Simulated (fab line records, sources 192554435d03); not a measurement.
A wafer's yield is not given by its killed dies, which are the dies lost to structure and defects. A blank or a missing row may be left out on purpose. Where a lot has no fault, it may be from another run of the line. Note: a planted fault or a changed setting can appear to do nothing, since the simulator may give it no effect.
A struck lot beside a sound one | flow n5Finfet | 36 out of 1938 route steps
Sound: wafers L325.1, L325.5, L325.6. Wafers L318.3, L318.4, L318.6 were the ones struck. The cause is named last.
Order at every step that has rows: each side's tool, ch and its chambers, its first start. Under that, the readings that differ: sound wafers | struck wafers | difference of the means | sigmas: that difference in standard deviations of wafers without a fault.
alike: words and numbers the same on both sides, and readings whose means are apart by under 2 such deviations; not compared: readings that were withheld, readings missing a value for some wafer, numbers with overlapping values and no deviation given by the record, and bounds like >300 which may hide the same value.
Wherever a step has rows on one side only, a row that says differs or no value, or a row with sigmas, the two part there. Numbers that don't overlap but have no deviation are shown without sigmas and don't part them. A reading missing from all wafers of one side parts the sides only when that side holds two or more wafers.

first, 9 steps without rows for these wafers: N5_WELL_APT_COAT_19 (resist thk 950 nm); N5_WELL_APT_EBR_21; N5_WELL_APT_SOFTBAKE_20 (time 60 s); N5_WELL_APT_EXPOSE_22 (exposes mask PWELL, defocus 0 nm, target cd 200 nm); N5_WELL_APT_PEB_23 (peb time 90 s); N5_WELL_APT_DEVELOP_24 (develop time 45 s); N5_WELL_APT_HARDBAKE_29 (time 120 s); N5_WELL_APT_DESCUM_30 (chemistry O2, time 7.9 s); N5_WELL_APT_IMPLANT_31.
N5_WELL_APT_IMPLANT_32:
  sound on implanter-01 ch 0, day 6 15:30; struck on implanter-02 ch 0, day 4 23:11
reading          | sound                            | struck                           | difference  | sigmas
doseIonsCm2      | 2.0006e+13 2.0009e+13 2.0006e+13 | 2.3233e+13 2.3225e+13 2.3206e+13 | +3.2143e+12 | +99 or more
faradayCurrentUA | 253 251 253                      | 292 305 293                      | +44         | +9
then, 25 steps without rows for these wafers: N5_WELL_APT_STRIP_33 (strips in SPM, time 900 s); N5_WELL_APT_RTA_34 (time 10 s); N5_WELL_APT_OXIDE_STRIP_42 (strips SiO2 in dHF, time 45 s, target depth 12 nm); N5_WELL_APT_PRECLEAN_36 (cleans in O3/DIW, time 45 s); N5_WELL_APT_PRECLEAN_39 (cleans in dHF, time 60 s); N5_WELL_APT_SRD_37 (time 30 s); N5_WELL_APT_EPI_41 (deposits Si from SiH4/H2, target thk 50 nm, time 297.7 s); N5_PMOS_HMC_CHANNEL_EPI_HM_DEP_34 (deposits SiO2 from TEOS/O2, target thk 36 nm, time 6.9 s); N5_PMOS_HMC_CHANNEL_EPI_COAT_31 (time 60 s, resist thk 66 nm); N5_PMOS_HMC_CHANNEL_EPI_COAT_03 (resist thk 205 nm); N5_PMOS_HMC_CHANNEL_EPI_EBR_05; N5_PMOS_HMC_CHANNEL_EPI_SOFTBAKE_04 (time 60 s); N5_PMOS_HMC_CHANNEL_EPI_EXPOSE_06 (exposes mask PMOS HMC BLK, target cd 240 nm); N5_PMOS_HMC_CHANNEL_EPI_PEB_07 (peb time 60 s); N5_PMOS_HMC_CHANNEL_EPI_DEVELOP_08 (develop time 30 s); N5_PMOS_HMC_CHANNEL_EPI_DESCUM_14 (chemistry O2, time 7.9 s); N5_PMOS_HMC_CHANNEL_EPI_ETCH_32 (etches BARC in N2/H2, stops on SiO2, target depth 85.8 nm, time 50.3 s); N5_PMOS_HMC_CHANNEL_EPI_HM_OPEN_15 (chemistry CHF3/O2, target SiO2, target depth 40.6 nm, time 20.3 s); N5_PMOS_HMC_CHANNEL_EPI_STRIP_33 (strips in N2/H2); N5_PMOS_HMC_CHANNEL_EPI_STRIP_17 (strips in SPM, time 750 s); N5_PMOS_HMC_CHANNEL_EPI_ETCH_38 (etches SiO2 in CF4, target depth 1.5 nm); N5_PMOS_HMC_CHANNEL_EPI_FIN_RECESS_16 (chemistry HBr/Cl2, target Si, target depth 54 nm, time 18 s); N5_PMOS_HMC_CHANNEL_EPI_PRECLEAN_36 (cleans in O3/DIW, time 45 s); N5_PMOS_HMC_CHANNEL_EPI_PRECLEAN_18 (cleans in DHF, time 30 s); N5_PMOS_HMC_CHANNEL_EPI_SRD_19 (time 30 s).
-- the record jumps here: 7 days lie between the struck wafers' starts before and after (it left off in module PMOS_HMC_CHANNEL_EPI and takes up again in module BEOL_M4, whose first step shown is number 1111 of the route) --
N5_BEOL_M4_RC_MEAS_101:
  sound on prober-02 ch 0, day 13 16:31; struck on prober-01 ch 0, day 11 14:52
reading | sound          | struck         | difference | sigmas
CJ_N    | 4.41 4.29 4.23 | 4.94 4.73 4.71 | +0.48      | +6
  alike: DIBL_N, DIBL_P, IOFF_N, IOFF_P, ION_N, ION_P, SS_N, SS_P, VT_N, VT_P

WHERE THEY PART
At N5_WELL_APT_IMPLANT_32 first; at N5_BEOL_M4_RC_MEAS_101 last (within this record only).

WHY: what had been put in by the simulator
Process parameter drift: implanter-02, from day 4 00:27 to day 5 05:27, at N5_WELL_APT_IMPLANT_32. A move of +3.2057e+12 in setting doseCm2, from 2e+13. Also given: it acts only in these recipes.
